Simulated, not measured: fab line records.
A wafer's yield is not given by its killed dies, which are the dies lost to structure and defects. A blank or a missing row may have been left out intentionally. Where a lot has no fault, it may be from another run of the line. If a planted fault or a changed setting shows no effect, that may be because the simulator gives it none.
Which of the tools did it? -- flow n5Finfet -- 10 lots with 29 wafers sampled at 5 steps, on a route of 1938 steps

WHAT THE GAUGES SHOWED, per wafer
N5_BEOL_M3_CD_MEAS_28: target cd 25.7 nm, target cd y 23.3 nm. Usual: cdNm reads 25.66 nm (standard deviation 0.24).
lot,measured,on,cdNm (nm),flag
L759,day 7 08:50,cdSem-02,25.43 25.70 25.79,
L764,day 8 08:55,cdSem-01,25.77 25.68 25.46,
L769,day 10 03:13,cdSem-03,25.46 25.77 25.88,
L772,day 10 09:21,cdSem-01,26.06 25.91 26.14,
L773,day 10 12:23,cdSem-02,25.62 25.50 25.74,
L775,day 11 12:29,cdSem-02,25.78 25.97,
L778,day 12 02:49,cdSem-01,25.78 25.98 25.43,
L779,day 12 12:14,cdSem-03,25.85 25.50 26.17,
L780,day 12 13:59,cdSem-03,25.82 26.08 25.49,
L781,day 12 19:35,cdSem-02,25.51 25.83 25.74,

N5_BEOL_M3_OVL_MEAS_29. Usual: for V2_OVL the level is 0.3 nm and the standard deviation is 0.84.
lot,measured,on,V2_OVL (nm),flag
L759,day 7 08:52,overlay-01,-1.7 0.0 -1.2,
L764,day 8 08:56,overlay-01,0.2 1.1 0.1,
L769,day 10 03:14,overlay-02,1.7 -0.6 0.1,
L772,day 10 09:23,overlay-01,0.3 0.4 0.0,
L773,day 10 12:25,overlay-02,1.2 -0.9 -0.1,
L775,day 11 12:31,overlay-02,0.3 -0.1,
L778,day 12 02:52,overlay-01,0.6 0.0 0.8,
L779,day 12 12:17,overlay-02,0.2 -0.4 0.9,
L780,day 12 14:01,overlay-02,0.5 0.3 0.1,
L781,day 12 19:37,overlay-02,0.1 0.6 1.2,

N5_BEOL_M3_OCD_MEAS_38. Usual: trenchDepthNm reads 55.6 nm (standard deviation 1.1).
lot,measured,on,trenchDepthNm (nm),flag
L759,day 7 12:49,ocd-01,55.4 57.0 56.2,
L764,day 8 10:57,ocd-02,56.0 55.0 56.1,
L769,day 10 09:59,ocd-01,53.7 54.0 54.2,
L772,day 10 13:26,ocd-01,56.8 53.6 54.7,
L773,day 10 13:34,ocd-02,57.3 54.8 57.7,
L775,day 11 21:29,ocd-01,55.2 56.2,
L778,day 12 04:14,ocd-02,56.3 56.2 55.5,
L779,day 12 13:14,ocd-02,56.7 56.4 56.4,
L780,day 12 18:20,ocd-01,55.5 56.2 56.2,
L781,day 12 21:34,ocd-02,55.8 56.6 55.4,

N5_BEOL_M4_RC_MEAS_101. Usual: DIBL_N 36.6 mV/V, standard deviation 2.1; DIBL_P 36.3 mV/V, standard deviation 2.2; IOFF_N 0.16 nA/um, standard deviation 0.036; IOFF_P 0.21 nA/um, standard deviation 0.038; ION_N 671 uA/um, standard deviation 12; ION_P 460 uA/um, standard deviation 7.5; SS_N 71.8 mV/dec, standard deviation 0.72; SS_P 73.3 mV/dec, standard deviation 0.72; VT_N 250 mV, standard deviation 3.2; VT_P -250 mV, standard deviation 3.5.
lot,measured,on,DIBL_N (mV/V),DIBL_P (mV/V),IOFF_N (nA/um),IOFF_P (nA/um),ION_N (uA/um),ION_P (uA/um),SS_N (mV/dec),SS_P (mV/dec),VT_N (mV),VT_P (mV),flag
L759,day 8 03:50,prober-01,39.8 37.9 39.4,37.1 35.5 36.5,0.20 0.17 0.19,0.26 0.24 0.25,678 679 666,469 473 460,72.1 71.9 72.7,73.7 73.5 73.9,249 247 247,-245 -246 -246,
L764,day 9 04:12,prober-01,38.5 38.6 39.4,37.8 37.6 37.8,0.21 0.19 0.20,0.25 0.24 0.25,682 673 678,463 457 463,72.4 72.1 73.1,73.7 74.1 74.3,245 249 249,-249 -250 -248,
L769,day 11 02:38,prober-02,38.5 32.7 37.1,40.2 32.7 37.2,0.19 0.10 0.17,0.22 0.13 0.18,668 649 660,455 448 448,71.9 70.5 72.6,73.7 71.0 72.8,248 256 251,-253 -255 -255,
L772,day 11 03:21,prober-01,34.3 35.9 36.2,34.3 36.8 37.5,0.13 0.16 0.17,0.17 0.21 0.22,644 667 673,444 463 458,72.1 71.9 72.4,73.3 72.9 73.7,256 250 246,-256 -252 -251,
L773,day 11 07:45,prober-02,36.7 36.1 38.2,37.9 37.2 38.9,0.18 0.16 0.19,0.20 0.19 0.22,693 675 673,467 455 460,71.2 70.8 72.4,73.5 73.3 73.5,249 250 251,-253 -253 -248,
L775,day 12 08:22,prober-02,32.8 33.8,32.3 34.7,0.12 0.15,0.17 0.21,668 684,464 470,70.8 71.4,73.3 73.4,254 248,-250 -248,
L778,day 12 19:21,prober-02,37.9 35.5 36.4,37.7 35.2 36.9,0.18 0.14 0.16,0.22 0.19 0.22,672 667 682,451 457 462,71.8 71.7 71.6,73.7 72.5 73.5,250 254 249,-253 -254 -251,
L779,day 13 02:57,prober-01,37.2 33.6 34.7,35.3 32.8 33.9,0.16 0.12 0.14,0.24 0.21 0.21,658 666 667,456 468 469,72.2 70.6 70.3,73.5 72.2 72.7,251 255 247,-246 -249 -246,
L780,day 13 11:47,prober-01,36.2 36.7 34.0,34.9 35.4 31.1,0.14 0.14 0.10,0.17 0.19 0.13,672 673 659,461 463 451,71.9 71.5 70.7,72.5 73.0 71.5,251 250 254,-255 -253 -258,
L781,day 13 12:16,prober-02,35.4 36.7 36.5,34.1 37.2 36.3,0.15 0.17 0.16,0.20 0.27 0.23,671 686 678,462 478 467,70.7 71.8 71.5,73.4 73.5 74.0,250 247 249,-248 -245 -246,

EACH LOT AND THE TOOL THAT RAN IT (in order: tool; ch and the chambers of the sampled wafers; start)
lot,N5_BEOL_M3_ETCH_70
L759,"rieDiel-05 ch 1,2,3, day 7 12:28"
L764,"rieDiel-03 ch 0,1,2, day 8 10:35"
L769,"rieDiel-06 ch 1,2, day 10 09:37"
L772,"rieDiel-06 ch 1,2,3, day 10 13:05"
L773,"rieDiel-05 ch 0,3, day 10 13:13"
L775,"rieDiel-03 ch 2,3, day 11 21:08"
L778,"rieDiel-03 ch 0,1,3, day 12 03:53"
L779,"rieDiel-03 ch 1,2, day 12 12:53"
L780,"rieDiel-03 ch 1,2,3, day 12 17:59"
L781,"rieDiel-03 ch 2,3, day 12 21:12"
- N5_BEOL_M3_ETCH_70: etches SOC in N2/H2, target depth 80 nm, overetch 16 nm, time 120 s.

WHAT THE TOOLS THEMSELVES READ (means of the sampled wafers that have a number; where no wafer has one, the mark that the record gives instead)
N5_BEOL_M3_ETCH_70. Usual: drypumpMotorCurrentA 5.7 A, standard deviation 0.31; oesProductAu 0.59 a.u., standard deviation 0.061; rfFwdPowerW 836 W, standard deviation 3; rfVppV 524.3 V, standard deviation 2.5; showerheadPlenumPTorr 2.56 Torr, standard deviation 0.094; throttleValvePct 17.91 %, standard deviation 0.19.
lot,tool,drypumpMotorCurrentA (A),oesProductAu (a.u.),rfFwdPowerW (W),rfVppV (V),showerheadPlenumPTorr (Torr),throttleValvePct (%),flag
L759,rieDiel-05,5.8,0.65,837,525.9,2.61,17.66,
L764,rieDiel-03,5.7,0.59,769,540.5,2.56,17.92,OFF
L769,rieDiel-06,5.6,0.54,834,524.5,2.57,17.91,
L772,rieDiel-06,5.7,0.58,835,524.8,2.58,17.95,
L773,rieDiel-05,5.9,0.60,838,524.1,2.52,17.94,
L775,rieDiel-03,5.3,0.62,838,525.6,2.62,17.84,
L778,rieDiel-03,5.6,0.54,835,521.9,2.48,18.10,
L779,rieDiel-03,6.0,0.57,836,523.1,2.51,17.94,
L780,rieDiel-03,5.7,0.58,837,524.3,2.55,17.94,
L781,rieDiel-03,5.4,0.63,835,526.3,2.65,17.78,

THE ANSWER, worked out from the rows above alone
Rule: lot off if the mean of its wafers having a number is beyond 3 standard deviations from the usual mean. Also off: a lot with no number at a reading for which 4 or more lots have one. Any other lot the step has rows for is counted as sound. After the gauges, taken in route order, come the tools' own readings; for these a lot's mean is taken, as printed above. The first step at which some lot is off is used, and at that step the reading that is off furthest; a lot without a number counts as furthest.
Off, at N5_BEOL_M3_ETCH_70 on rfFwdPowerW: L764.
A tool fits if, at that step or a process step before it, it ran every lot that is off, and no sound lot after the first of them. None of those tried fits.

WHAT HAD BEEN PUT IN BY THE SIMULATOR
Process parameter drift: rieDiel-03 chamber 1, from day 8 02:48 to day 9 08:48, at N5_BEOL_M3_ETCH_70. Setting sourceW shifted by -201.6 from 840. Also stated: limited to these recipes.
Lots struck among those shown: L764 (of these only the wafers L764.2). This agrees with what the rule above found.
